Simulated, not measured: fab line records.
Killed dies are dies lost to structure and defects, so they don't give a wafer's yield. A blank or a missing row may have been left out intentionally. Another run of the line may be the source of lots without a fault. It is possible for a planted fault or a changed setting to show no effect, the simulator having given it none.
Matching of chambers | flow n5 finfet | N5_MOL_CONTACT_COAG_ALD_133 on ald sin-02: 4 sister chambers
The step deposits SiO2, target thk 5 nm, pulse time 1 s, co reactant pulse time 1 s. 18 wafers are shown with their chamber, then 9 later ones without.

## WAFERS, EACH WITH ITS CHAMBER
wafer  | chamber | heater power w (W) | precursor pulse height rel
L077.1 | 1       | 89                 | 1.021
L077.2 | 2       | 60                 | 1.028
L077.5 | 2       | 62                 | 0.986
L081.1 | 0       | 73                 | 0.987
L081.3 | 3       | 70                 | 0.986
L081.4 | 2       | 60                 | 1.020
L084.3 | 0       | 73                 | 0.959
L084.5 | 0       | 73                 | 1.021
L084.6 | 3       | 72                 | 1.012
L088.3 | 2       | 62                 | 1.009
L088.5 | 1       | 89                 | 1.040
L088.6 | 0       | 71                 | 0.975
L089.1 | 0       | 74                 | 1.028
L089.2 | 3       | 71                 | 1.001
L089.3 | 2       | 62                 | 0.982
L089.4 | 2       | 62                 | 0.997
L089.5 | 0       | 73                 | 0.966
L089.6 | 3       | 71                 | 0.993

SIGNATURES, as means of the wafers listed above
reading                    | chamber 0 | chamber 1 | chamber 2 | chamber 3 | scatter within a chamber
heater power w             | 72.83     | 89.00     | 61.33     | 71.00     | 0.932
precursor pulse height rel | 0.98933   | 1.03050   | 1.00367   | 0.99800   | 0.0214
Rule: distance of a wafer from a chamber = root of the sum over the readings of ((wafer's reading minus chamber's mean) / reading's scatter) squared. If the next closest chamber is less than 2 further off than the closest, the wafer can't be placed; otherwise it belongs to the closest. The scatter: take each reading less its chamber's mean, square it, sum over the shown wafers, divide by the number of wafers less the number of chambers, and take the root.

## WAFERS WITH NO CHAMBER GIVEN
wafer  | heater power w (W) | precursor pulse height rel
L093.3 | 61                 | 1.038
L093.5 | 87                 | 0.981
L093.6 | 74                 | 1.002
L095.1 | 88                 | 1.006
L095.4 | 72                 | 1.047
L095.6 | 73                 | 0.984
L096.1 | 87                 | 1.008
L096.3 | 72                 | 1.020
L096.6 | 72                 | 1.000

## WHICH CHAMBER EACH ONE RAN IN
wafer  | from the rows above     | in truth
L093.3 | 2                       | 2
L093.5 | 1                       | 1
L093.6 | can't be placed: 0 or 3 | 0
L095.1 | 1                       | 1
L095.4 | can't be placed: 3 or 0 | 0
L095.6 | can't be placed: 0 or 3 | 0
L096.1 | 1                       | 1
L096.3 | can't be placed: 3 or 0 | 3
L096.6 | can't be placed: 0 or 3 | 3
Correctly placed: 4 of 9. Cannot be placed on the basis of these rows: 5; the candidates contain the true chamber in 5. Number placed wrongly: 0.
